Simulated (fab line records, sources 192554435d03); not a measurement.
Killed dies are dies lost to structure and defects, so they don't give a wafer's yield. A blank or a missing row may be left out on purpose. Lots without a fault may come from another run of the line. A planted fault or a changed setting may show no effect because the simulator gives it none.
fab line records | flow n5_finfet
record lots=6 wafers=18 last_day=18
route steps=1938 shown BEOL_M2@870 BEOL_M4@1111 PASSIVATION@1936
lots that met no fault: from a run of the same line without faults
start_h: hours from the record's first day to the start of the lot's first wafer shown | wait_h: hours since the lot's step before | " the same as in the row above | L1.1+2: a row that stands for several wafers | - no value, or no start given | * or withheld: withheld | < > ~ a bound
route shown NAME@n: a module of which the file shows steps, and the number in the route of the first | usual: mean/standard deviation of fault-free wafers | same: alike in all rows | chamber/n: place in a boat | sites: the reading at each site | _std_site: their standard deviation | _edge_site: outer sites' mean less inner sites' | radius_mm: how far each site lies from the wafer's centre | mask NAME#n: copy n | behind: the tool/chamber that last shaped the wafer | hold: why the lot was held/for how many hours/how that ended | device: the transistor (n, p or np) that didn't switch | end of line: the same wafers' tests at the end of the route | a step without rows: its recipe alone | killed: dies lost to structure and defects at the first sort, not the wafer's yield | map: a wafer's dies, x killed, . not, _ none there
set.NAME: the setting as run; set.NAME@STEP: as run at that earlier step | model.NAME: the simulator's own value behind a step, which no gauge read
lots at some steps of the route; a table a step, a row a wafer
services: from which hour (start_h, from the record's first day; less than 0 if before it) a tool's chamber was out of use, for how many hours, and why
## steps
# step N5_BEOL_M2_COAT_22
# recipe resist=CAR-EUV spin_rpm=1500 resist_thk_nm=30
# step N5_BEOL_M2_EBR_24
# recipe solvent=PGMEA ebr_width_mm=1.5
# step N5_BEOL_M2_SOFTBAKE_23
# recipe temp_c=110 time_s=60 resist=CAR-EUV
# step N5_BEOL_M2_EXPOSE_25
# recipe mask_id=V1 na=0.33 source_shape=quasar sigma_inner=0.2 sigma_outer=0.8 polarization=unpolarized defocus_nm=5 dose_mj=63
# step N5_BEOL_M2_PEB_26
# recipe peb_temp_c=100 peb_time_s=60 resist=CAR-EUV
# step N5_BEOL_M2_DEVELOP_27
# recipe develop_time_s=30 developer=TMAH resist=CAR-EUV rinse_liquid=surfactant_rinse dry=air_spin dev_temp_c=23
# step N5_BEOL_M2_CD_MEAS_28
# recipe target_cd_nm=26.2 landing_energy_ev=500 detector=se_inlens target_cd_y_nm=24.1 polarity=opening
# usual cd_nm=26.18/0.23
# columns lot.wafer tool chamber start_h wait_h cd_nm
L757.3 cd_sem-03 0 149.05 - 26.31
L757.4 " 0 " " 26.32
L757.6 " 0 " " 25.96
L762.4 cd_sem-03 0 180.32 - 26.24
L762.5 " 0 " " 26.18
L762.6 " 0 " " 25.65
L769.1 cd_sem-02 0 220.75 - 26.27
L769.3 " 0 " " 26.31
L769.4 " 0 " " 25.92
L770.1 cd_sem-02 0 225.68 - 26.50
L770.4 " 0 " " 26.01
L770.5 " 0 " " 25.89
L776.1 cd_sem-03 0 265.44 - 26.14
L776.4 " 0 " " 26.37
L776.6 " 0 " " 26.44
L777.1 cd_sem-02 0 266.11 - 26.74
L777.3 " 0 " " 26.13
L777.5 " 0 " " 26.58
# step N5_BEOL_M2_OVL_MEAS_29
# recipe points_per_wafer=522
# usual V1_OVL=-0.2/0.63
# columns lot.wafer tool chamber start_h wait_h V1_OVL[nm]
L757.3 overlay-02 0 149.09 0.0 -0.2
L757.4 " 0 " " -0.4
L757.6 " 0 " " -1.6
L762.4 overlay-01 0 180.37 0.0 -0.1
L762.5 " 0 " " 0.8
L762.6 " 0 " " 1.0
L769.1 overlay-01 0 220.78 0.0 -0.1
L769.3 " 0 " " -0.4
L769.4 " 0 " " 0.3
L770.1 overlay-01 0 225.71 0.0 0.4
L770.4 " 0 " " -0.1
L770.5 " 0 " " 0.0
L776.1 overlay-02 0 265.47 0.0 -0.5
L776.4 " 0 " " -0.1
L776.6 " 0 " " 0.0
L777.1 overlay-01 0 266.14 0.0 -0.6
L777.3 " 0 " " -0.1
L777.5 " 0 " " -0.5
# step N5_BEOL_M2_INSPECT_30
# recipe mode=adi inspect_instrument=brightfield
# usual raw_defect_count=423/100
# columns lot.wafer tool chamber start_h wait_h raw_defect_count
L757.3 defect_inspect-02 - 149.14 0.0 502
L757.4 " - " " 392
L757.6 " - " " 446
L762.4 defect_inspect-01 - 180.41 0.0 401
L762.5 " - " " 536
L762.6 " - " " 304
L769.1 defect_inspect-01 - 220.83 0.1 415
L769.3 " - " " 237
L769.4 " - " " 293
L770.1 defect_inspect-01 - 225.77 0.1 434
L770.4 " - " " 313
L770.5 " - " " 426
L776.1 defect_inspect-01 - 265.53 0.1 358
L776.4 " - " " 452
L776.6 " - " " 541
L777.1 defect_inspect-01 - 266.20 0.1 230
L777.3 " - " " 325
L777.5 " - " " 316
# step N5_BEOL_M2_DESCUM_33
# recipe chemistry=O2 time_s=7 source_power_w=50 bias_power_w=20 pressure_mtorr=20 rf_frequency_hz=2.712e+07 temp_c=40 resist=CAR-EUV o2_flow_sccm=225
# usual drypump_motor_current_A=5.7/0.65 oes_product_au=0.83/0.087 rf_vpp_V=242.6/1.3 showerhead_plenum_p_Torr=2.06/0.075 throttle_valve_pct=20.43/0.22
# columns lot.wafer tool chamber start_h wait_h drypump_motor_current_A oes_product_au rf_hours_counter_h rf_vpp_V showerhead_plenum_p_Torr throttle_valve_pct
L757.3 rie_diel-03 1 149.17 0.0 6.6 0.69 217 241.9 1.97 20.61
L757.4 " 0 " " 5.0 0.90 28 243.5 2.15 20.65
L757.6 " 1 " " 6.6 0.69 - 240.5 1.97 20.62
L762.4 rie_diel-06 1 180.44 0.0 4.8 0.82 95 241.1 2.01 20.33
L762.5 " 2 " " 5.4 0.71 - 242.0 1.97 20.58
L762.6 " 1 " " 4.8 0.82 - 242.7 2.01 20.34
L769.1 rie_diel-03 3 220.87 0.0 6.5 0.90 37 244.6 2.22 20.11
L769.3 " 2 " " 4.8 0.88 46 241.9 2.06 20.13
L769.4 " 1 " " 6.6 0.69 242 241.2 1.97 20.64
L770.1 rie_diel-03 0 225.83 0.1 5.0 0.86 55 244.5 2.14 20.68
L770.4 " 1 " " 6.5 0.68 245 242.3 1.96 20.64
L770.5 " 0 " " 5.0 0.86 - 243.3 2.14 20.68
L776.1 rie_diel-06 2 265.56 0.0 5.4 0.70 249 240.8 1.96 20.61
L776.4 " 1 " " 4.9 0.78 122 242.0 2.00 20.39
L776.6 " 1 " " 4.9 0.79 - 241.7 2.00 20.40
L777.1 rie_diel-04 3 266.24 0.0 5.6 0.83 98 242.2 2.05 20.77
L777.3 " 1 " " 6.1 0.83 83 242.7 2.05 20.41
L777.5 " 3 " " 5.6 0.82 - 241.3 2.05 20.79
# step N5_BEOL_M2_ETCH_77
# recipe chemistry=N2/H2 target=underlayer target_depth_a=65 mask_material=CAR-EUV time_s=5.2 ion_energy_ev=200 pressure_mtorr=30 source_w=840 bias_w=150 n2_flow_sccm=200 h2_flow_sccm=200 ends=cleared
# usual drypump_motor_current_A=5.7/0.65 etch_rf_on_time_s=5.16/0.12 h2_flow_sccm=200.0/0.62 oes_product_au=0.71/0.074 rf_vpp_V=522.6/2.7 showerhead_plenum_p_Torr=2.50/0.081 throttle_valve_pct=17.86/0.25
# columns lot.wafer tool chamber start_h wait_h drypump_motor_current_A etch_rf_on_time_s h2_flow_sccm oes_product_au rf_hours_counter_h rf_vpp_V showerhead_plenum_p_Torr throttle_valve_pct
L757.3 rie_diel-03 1 149.20 0.0 6.6 5.24 200.3 0.58 217 518.9 2.43 18.28
L757.4 " 0 " " 5.0 5.22 199.8 0.78 28 524.8 2.59 17.85
L757.6 " 1 " " 6.6 5.20 199.1 0.59 - 519.0 2.43 18.28
L762.4 rie_diel-06 1 180.47 0.0 4.9 5.12 201.8 0.70 95 520.6 2.47 17.89
L762.5 " 2 " " 5.4 5.24 200.0 0.61 - 521.0 2.42 18.23
L762.6 " 1 " " 4.9 5.11 201.2 0.70 - 522.3 2.47 17.90
L769.1 rie_diel-03 3 220.90 0.0 6.5 5.02 199.9 0.76 37 529.6 2.69 17.49
L769.3 " 2 " " 4.8 5.07 199.8 0.75 46 523.9 2.50 17.59
L769.4 " 1 " " 6.6 5.27 199.9 0.57 242 520.1 2.41 18.32
L770.1 rie_diel-03 0 225.86 0.0 5.0 5.28 199.8 0.72 55 525.4 2.58 17.93
L770.4 " 1 " " 6.6 5.23 199.9 0.57 245 517.6 2.41 18.35
L770.5 " 0 " " 5.0 5.25 199.7 0.74 - 527.3 2.58 17.93
L776.1 rie_diel-06 2 265.60 0.0 5.4 5.25 200.2 0.59 249 517.5 2.41 18.26
L776.4 " 1 " " 4.8 5.16 199.7 0.67 122 518.6 2.46 17.94
L776.6 " 1 " " 4.8 5.12 199.8 0.67 - 521.9 2.46 17.96
L777.1 rie_diel-04 3 266.27 0.0 5.7 5.15 200.7 0.70 98 521.2 2.44 17.99
L777.3 " 1 " " 6.1 5.03 199.3 0.71 83 520.3 2.47 17.64
L777.5 " 3 " " 5.7 5.14 200.4 0.70 - 521.3 2.44 17.98
# step N5_BEOL_M2_ETCH_69
# recipe chemistry=CF4 target=SiARC target_depth_a=156 mask_material=CAR-EUV time_s=26 ion_energy_ev=80 pressure_mtorr=40 source_w=545 bias_w=36 Ar_flow_sccm=100 cf4_flow_sccm=100 ends=cleared
# usual drypump_motor_current_A=5.7/0.65 etch_rf_on_time_s=25.8/0.58 oes_product_au=0.71/0.073 rf_vpp_V=183.7/1.1 showerhead_plenum_p_Torr=2.11/0.069 throttle_valve_pct=15.59/0.24
# columns lot.wafer tool chamber start_h wait_h drypump_motor_current_A etch_rf_on_time_s oes_product_au rf_hours_counter_h rf_vpp_V showerhead_plenum_p_Torr throttle_valve_pct
L757.3 rie_diel-03 1 149.22 0.0 6.6 26.3 0.58 217 182.7 2.04 15.88
L757.4 " 0 " " 5.0 26.1 0.77 28 184.5 2.19 15.67
L757.6 " 1 " " 6.6 26.4 0.58 - 182.8 2.04 15.89
L762.4 rie_diel-06 1 180.49 0.0 4.9 25.6 0.70 95 182.3 2.07 15.61
L762.5 " 2 " " 5.4 26.2 0.61 - 181.4 2.04 15.90
L762.6 " 1 " " 4.8 25.8 0.70 - 184.4 2.07 15.61
L769.1 rie_diel-03 3 220.92 0.0 6.5 25.4 0.74 37 185.8 2.27 15.33
L769.3 " 2 " " 4.8 25.6 0.74 46 184.2 2.09 15.19
L769.4 " 1 " " 6.6 25.8 0.58 242 183.0 2.03 15.93
L770.1 rie_diel-03 0 225.88 0.0 5.0 26.3 0.73 55 185.0 2.18 15.73
L770.4 " 1 " " 6.6 26.2 0.57 245 183.6 2.03 15.92
L770.5 " 0 " " 5.0 26.5 0.72 - 183.3 2.18 15.73
L776.1 rie_diel-06 2 265.61 0.0 5.4 26.5 0.59 249 181.8 2.03 15.93
L776.4 " 1 " " 4.9 26.0 0.67 122 183.6 2.07 15.67
L776.6 " 1 " " 4.9 26.1 0.67 - 183.1 2.07 15.65
L777.1 rie_diel-04 3 266.29 0.0 5.7 25.5 0.70 98 181.8 2.09 15.87
L777.3 " 1 " " 6.1 25.0 0.71 83 182.8 2.08 15.45
L777.5 " 3 " " 5.7 25.5 0.70 - 184.0 2.09 15.84
# step N5_BEOL_M2_ALD_98
# recipe material=SiO2 target_thk_a=25 temp_c=100 ald_precursor_family=BDEAS ald_co_reactant=O2-plasma pulse_time_s=1 co_reactant_pulse_time_s=1 purge_time_s=2 co_reactant_purge_time_s=2 ald_cycles=17 pressure_torr=2
# usual ald_cycles=17/0 chamber_pressure_Torr=2.000/0.0045 heater_power_w=78/8.2 precursor_pulse_height_rel=1.000/0.022
# columns lot.wafer tool chamber start_h wait_h ald_cycles chamber_pressure_Torr heater_power_w precursor_pulse_height_rel since_wet_clean_h
L757.3 ald_sin-03 0 149.56 0.3 17 1.998 68 1.003 50
L757.4 " 1 " " 17 1.999 85 0.991 50
L757.6 " 1 " " 17 1.994 84 0.977 -
L762.4 ald_sin-04 2 180.87 0.4 17 2.005 79 1.020 173
L762.5 " 2 " " 17 2.001 79 0.998 -
L762.6 " 3 " " 17 1.998 89 1.022 -
L769.1 ald_sin-03 1 221.00 0.1 - - - - -
L769.3 " 0 " " - - - - -
L769.4 " 2 " " - - - - -
L770.1 ald_sin-03 3 225.96 0.1 - - - - -
L770.4 " 1 " " - - - - -
L770.5 " 3 " " - - - - -
L776.1 ald_sin-03 3 265.99 0.3 17 2.003 75 1.004 166
L776.4 " 0 " " 17 2.005 69 0.998 166
L776.6 " 3 " " 17 1.995 74 0.982 -
L777.1 ald_sin-03 1 266.37 0.1 17 2.005 82 0.983 167
L777.3 " 0 " " 17 2.001 70 0.987 167
L777.5 " 0 " " 17 2.007 67 0.989 -
# step N5_BEOL_M2_ETCHBACK_99
# recipe chemistry=CHF3 target=SiO2 target_depth_a=50 time_s=10.4 source_w=215 bias_w=47 Ar_flow_sccm=200 CHF3_flow_sccm=12 ion_energy_ev=100 pressure_mtorr=30
# usual drypump_motor_current_A=5.6/0.6 oes_product_au=0.81/0.084 rf_vpp_V=239/4.4 showerhead_plenum_p_Torr=2.11/0.07 throttle_valve_pct=17.09/0.23
# columns lot.wafer tool chamber start_h wait_h drypump_motor_current_A oes_product_au rf_hours_counter_h rf_vpp_V showerhead_plenum_p_Torr throttle_valve_pct
L757.3 rie_diel-06 0 153.43 3.8 5.2 0.84 52 242 2.11 17.08
L757.4 " 1 " " 4.8 0.83 85 244 2.08 17.06
L757.6 " 2 " " 5.4 0.71 - 235 2.05 17.32
L762.4 rie_diel-03 1 186.05 5.1 6.6 0.68 231 233 2.05 17.41
L762.5 " 3 " " 6.5 0.91 - 249 2.31 16.86
L762.6 " 0 " " 5.0 0.89 - 238 2.20 17.20
L769.1 rie_diel-06 3 224.40 3.3 6.7 0.91 27 237 2.10 17.00
L769.3 " 1 " " 4.8 0.81 109 242 2.08 17.10
L769.4 " 2 " " 5.4 0.69 239 236 2.04 17.37
L770.1 rie_diel-04 1 231.90 5.9 6.1 0.84 69 236 2.08 16.79
L770.4 " 0 " " 5.5 0.72 153 238 2.06 17.06
L770.5 " 3 " " 5.6 0.83 - 238 2.10 17.29
L776.1 rie_diel-04 1 271.56 5.5 6.1 0.82 85 235 2.07 16.82
L776.4 " 0 " " 5.5 0.72 170 239 2.05 17.10
L776.6 " 0 " " 5.5 0.72 - 239 2.05 17.10
L777.1 rie_diel-03 0 271.68 5.3 5.0 0.82 74 237 2.19 17.27
L777.3 " 1 " " 6.5 0.98 0 237 2.31 17.01
L777.5 " 0 " " 5.0 0.83 - 238 2.19 17.27
# step N5_BEOL_M4_RC_MEAS_101
# usual DIBL_N=36.0/1.6 DIBL_P=36.1/2 IOFF_N=0.160/0.029 IOFF_P=0.21/0.039 ION_N=675/13 ION_P=464/8.8 SS_N=71.5/0.58 SS_P=73.3/0.65 VT_N=250/3.3 VT_P=-249/3.6
# columns lot.wafer tool chamber start_h wait_h DIBL_N[mV/V] DIBL_P[mV/V] IOFF_N[nA/um] IOFF_P[nA/um] ION_N[uA/um] ION_P[uA/um] SS_N[mV/dec] SS_P[mV/dec] VT_N[mV] VT_P[mV]
L757.3 prober-01 0 175.47 0.3 33.1 32.5 0.111 0.15 661 457 70.5 72.0 253 -253
L757.4 " 0 " " 34.1 34.1 0.128 0.17 670 451 71.3 71.9 253 -251
L757.6 " 0 " " 38.0 38.3 0.197 0.23 678 456 72.6 73.2 246 -248
L762.4 prober-02 0 209.53 0.5 35.7 34.8 0.139 0.21 668 468 70.9 73.4 249 -247
L762.5 " 0 " " 38.5 38.5 0.197 0.28 674 467 72.1 74.0 248 -245
L762.6 " 0 " " 37.4 36.2 0.165 0.24 668 463 71.9 73.6 249 -244
L769.1 prober-02 0 244.03 0.0 36.5 35.4 0.163 0.22 673 463 71.4 73.5 250 -248
L769.3 " 0 " " 34.7 34.4 0.143 0.20 686 467 71.8 72.1 249 -251
L769.4 " 0 " " 37.0 36.9 0.184 0.24 688 476 71.2 74.4 243 -245
L770.1 prober-01 0 264.87 0.0 36.4 35.4 0.150 0.17 661 451 70.8 73.2 249 -254
L770.4 " 0 " " 37.1 36.9 0.173 0.20 675 453 71.7 73.7 247 -252
L770.5 " 0 " " 39.3 38.7 0.223 0.23 694 459 71.8 73.7 244 -251
L776.1 prober-02 0 294.45 0.0 34.6 35.7 0.152 0.22 666 456 71.4 73.7 250 -247
L776.4 " 0 " " 31.8 33.1 0.106 0.18 655 457 70.4 72.1 255 -252
L776.6 " 0 " " 30.4 31.7 0.092 0.16 650 453 70.9 72.3 259 -254
L777.1 prober-02 0 303.28 0.0 34.6 34.1 0.130 0.18 657 452 71.7 72.8 254 -251
L777.3 " 0 " " 36.9 38.1 0.192 0.26 674 464 71.4 73.9 248 -246
L777.5 " 0 " " 33.7 33.0 0.120 0.17 660 454 71.5 72.7 255 -252
# step N5_PASSIVATION_PROBE_49
# usual defect_limited_yield=91.0/1.3 killed_at_M0_to_M3=36/9.5 killed_at_M4_up=14/5.6 killed_at_contacts=12/6.4 killed_at_front_end=40/10 killed_at_other=3.2/3 killed_dies=107/15 killed_open=69/12 killed_short=35/7.7 sort_bin_5_function=5.3/0.91 sort_bin_6_memory=3.3/0.65 sort_n_pass=1073/15 sort_yield_pct=91.0/1.3
# same gross_dies=1180 killed_at_back_side=0 sort_bin_4_leakage[%]=0 sort_bin_8_speed[%]=0
# columns lot.wafer tool chamber start_h wait_h defect_limited_yield[%] killed_at_M0_to_M3 killed_at_M4_up killed_at_contacts killed_at_front_end killed_at_other killed_dies killed_open killed_short sort_bin_5_function[%] sort_bin_6_memory[%] sort_n_pass sort_yield_pct[%]
L769.1 prober-02 - 358.16 0.0 89.5 53 20 4 44 3 124 82 40 6.0 4.3 1056 89.5
L769.3 prober-02 - 358.26 0.1 90.1 38 15 8 53 3 117 73 41 5.9 3.3 1063 90.1
L769.4 prober-02 - 358.31 0.2 91.3 27 27 5 38 6 103 71 32 5.1 3.2 1077 91.3
L770.1 prober-02 - 385.74 0.0 91.3 27 12 6 52 6 103 58 41 4.8 3.5 1077 91.3
L770.4 prober-02 - 385.89 0.2 91.4 24 21 14 40 2 101 75 24 5.3 3.1 1079 91.4
L770.5 prober-02 - 385.94 0.2 90.7 29 33 12 30 6 110 78 32 5.3 4.1 1070 90.7
# killed by level:class
L769.1 BEOL_M1:geometric_particle:open=20 STI_FIN_REVEAL:geometric_particle:open=14 BEOL_M0_SAQP:geometric_particle:short=10 BEOL_M0_SAQP:geometric_particle:open=8 FIN_SAQP:geometric_particle:short=7 GATE_CUT:geometric_particle:short=5 BEOL_M8:geometric_particle:open=5 FIN_SAQP:geometric_particle:open=4
L769.3 STI_FIN_REVEAL:geometric_particle:open=16 BEOL_M1:geometric_particle:short=10 FIN_SAQP:geometric_particle:open=9 BEOL_M4:geometric_particle:open=7 BEOL_M0_SAQP:geometric_particle:short=7 MOL_CONTACT_COAG:geometric_particle:open=6 FIN_SAQP:geometric_particle:short=5 BEOL_M0:geometric_particle:open=5
L769.4 STI_FIN_REVEAL:geometric_particle:open=10 BEOL_M1:geometric_particle:open=9 BEOL_M4:geometric_particle:open=9 FIN_SAQP:geometric_particle:open=8 BEOL_M0_SAQP:geometric_particle:short=7 FIN_SAQP:geometric_particle:short=5 DUMMY_GATE:geometric_particle:open=4 MOL_CONTACT_COAG:geometric_particle:open=4
L770.1 FIN_SAQP:geometric_particle:short=16 FIN_SAQP:geometric_particle:open=13 STI_FIN_REVEAL:geometric_particle:open=6 DUMMY_GATE:geometric_particle:open=6 BEOL_M1:geometric_particle:open=6 MOL_CONTACT_COAG:geometric_particle:open=5 BEOL_M0_SAQP:geometric_particle:open=5 BEOL_M0_SAQP:geometric_particle:short=5
L770.4 STI_FIN_REVEAL:geometric_particle:open=13 BEOL_M2:geometric_particle:open=13 MOL_CONTACT_COAG:geometric_particle:open=12 BEOL_M4:geometric_particle:open=6 DUMMY_GATE:geometric_particle:open=5 DUMMY_GATE:geometric_particle:short=4 BEOL_M4:geometric_particle:short=4 GATE_CUT:geometric_particle:short=3
L770.5 BEOL_M4:geometric_particle:open=19 MOL_CONTACT_COAG:geometric_particle:open=11 FIN_SAQP:geometric_particle:open=10 BEOL_M2:geometric_particle:open=7 BEOL_M0_SAQP:geometric_particle:short=6 STI_FIN_REVEAL:geometric_particle:open=5 BEOL_M0_SAQP:geometric_particle:open=5 BEOL_M4:geometric_particle:short=5
## services
# columns tool chamber start_h hours kind
rie_diel-06 3 135.20 - clean
rie_diel-06 3 135.20 - consumable_replace:focus_ring
rie_diel-06 3 135.20 16.4 scheduled_down
rie_diel-06 3 135.20 16.4 vent_cycle
rie_diel-04 0 148.13 8.1 repair
ald_sin-03 2 204.26 4.2 repair
rie_diel-04 2 239.29 - clean
rie_diel-04 2 239.29 - consumable_replace:focus_ring
rie_diel-04 2 239.29 25.0 scheduled_down
rie_diel-04 2 239.29 25.0 vent_cycle
rie_diel-03 1 241.09 - clean
rie_diel-03 1 241.09 - consumable_replace:focus_ring
rie_diel-03 1 241.09 - consumable_replace:showerhead
rie_diel-06 2 243.08 8.3 repair
ald_sin-04 - 250.61 6.1 pm
rie_diel-06 2 268.31 - clean
rie_diel-06 2 268.31 - consumable_replace:focus_ring
rie_diel-06 2 268.31 - consumable_replace:showerhead
rie_diel-06 2 268.31 28.1 scheduled_down
rie_diel-06 2 268.31 28.1 vent_cycle
## key
first_sign step=N5_BEOL_M2_ALD_98 reading=tool_record direction=missing
effect none on later readings
met_at N5_BEOL_M2_ALD_98
struck_wafers L769.1,L769.3,L769.4,L770.1,L770.4,L770.5
onset_between 149.56 221.00
fault kind=skipped_step_whole tool=ald_sin-03 chamber=- onset_h=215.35 steps=N5_BEOL_M2_ALD_98 scope=struck_lots_only
